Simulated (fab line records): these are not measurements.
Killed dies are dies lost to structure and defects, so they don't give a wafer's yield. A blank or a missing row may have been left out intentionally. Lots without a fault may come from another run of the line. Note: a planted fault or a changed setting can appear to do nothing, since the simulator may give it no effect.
A struck lot beside a sound one | flow n5Finfet | 35 steps out of a route of 1938
Sound: the wafers L856.4, L856.5, L856.6. Struck: wafers L861.2, L861.4, L861.6. The cause is given at the end.
Each step with rows lists, per side, the tool, then ch with its chambers, then its first start. Under that, the readings that differ: sound wafers | struck wafers | difference of the means | sigmas: that difference in standard deviations of wafers without a fault.
alike: readings with means less than 2 such deviations apart, plus words and numbers identical on both sides. not compared: withheld readings, readings lacking a value on some wafer, bounds such as >300 that could conceal the same value, and numbers that have no deviation in the record and whose values overlap.
Wherever a step has rows on one side only, a row that says differs or no value, or a row with sigmas, the two part there. When numbers do not overlap yet have no deviation, they are printed without sigmas and do not part them. Lack of a reading on every wafer of one side parts them only where that side has two or more wafers.

first, 9 steps without rows for these wafers: N5_STI_FIN_REVEAL_SRD_21 (time 30 s); N5_STI_FIN_REVEAL_OXIDATION_33 (chemistry O2 PLASMA REMOTE, time 20 s); N5_STI_FIN_REVEAL_CLEAN_19 (cleans in O3/DIW, time 120 s); N5_STI_FIN_REVEAL_SRD_23 (time 30 s); N5_STI_FIN_REVEAL_PRECLEAN_18 (cleans in SC2, time 45 s); N5_STI_FIN_REVEAL_SRD_28 (time 30 s); N5_DUMMY_GATE_PRECLEAN_00 (cleans in O3/DIW, time 60 s); N5_DUMMY_GATE_SRD_01 (time 30 s); N5_DUMMY_GATE_ALD_02 (deposits SiO2, target thk 2 nm, pulse time 1 s).
N5_DUMMY_GATE_CVD_03: deposits a-Si from SiH4, target thk 150 nm, time 8042 s.
  sound on lpcvd-01 ch 1/104,1/109,1/114, day 2 14:29; struck on lpcvd-01 ch 0/45,0/54,0/64, day 3 19:01
then, 24 steps without rows for these wafers: N5_DUMMY_GATE_PRECLEAN_46 (cleans in DIW, time 89.5 s); N5_DUMMY_GATE_SRD_47 (dry time 32 s); N5_DUMMY_GATE_CMP_04 (polishes a-Si); N5_DUMMY_GATE_HM_DEP_06 (deposits SiNx from DCS/NH3, target thk 80 nm, time 5141 s); N5_DUMMY_GATE_PECVD_30 (deposits SiO2 from TEOS/O2, target thk 55 nm, time 10.8 s); N5_DUMMY_GATE_COAT_34 (time 60 s, resist thk 60 nm); N5_DUMMY_GATE_COAT_35 (time 60 s, resist thk 10 nm); N5_DUMMY_GATE_COAT_28 (time 60 s, resist thk 10 nm); N5_DUMMY_GATE_COAT_09 (resist thk 30 nm); N5_DUMMY_GATE_EBR_11; N5_DUMMY_GATE_SOFTBAKE_10 (time 60 s); N5_DUMMY_GATE_EXPOSE_12 (exposes mask GATE, target cd 25 nm); N5_DUMMY_GATE_PEB_13 (peb time 60 s); N5_DUMMY_GATE_DEVELOP_14 (develop time 30 s); N5_DUMMY_GATE_DESCUM_20 (chemistry O2, time 6.2 s); N5_DUMMY_GATE_ETCH_29 (etches underlayer in N2/H2, target depth 13 nm); N5_DUMMY_GATE_ETCH_36 (etches SiARC in CF4, target depth 13 nm); N5_DUMMY_GATE_ETCH_37 (etches SOC in N2/H2, target depth 60 nm, overetch 30 nm); N5_DUMMY_GATE_STRIP_38 (strips in N2/H2); N5_DUMMY_GATE_STRIP_39 (strips in N2/H2); N5_DUMMY_GATE_TRIM_49 (chemistry O2, time 29 s, target cd 14 nm); N5_DUMMY_GATE_STRIP_40 (strips in CF4); N5_DUMMY_GATE_ETCH_31 (etches SiO2 in C4F6/O2, target depth 82.5 nm, time 27.5 s); N5_DUMMY_GATE_STRIP_41 (strips in O2).
-- the record jumps here: 10 days lie between the struck wafers' starts before and after (it left off in module DUMMY_GATE and takes up again in module PASSIVATION, whose first step shown is number 1936 of the route) --
N5_PASSIVATION_PROBE_49:
  record: rows for the struck wafers here (prober-01, day 13 23:58), none for the sound ones

## WHERE THEY PART
Only at N5_PASSIVATION_PROBE_49, as far as this record shows.

WHY: what the simulator had put in
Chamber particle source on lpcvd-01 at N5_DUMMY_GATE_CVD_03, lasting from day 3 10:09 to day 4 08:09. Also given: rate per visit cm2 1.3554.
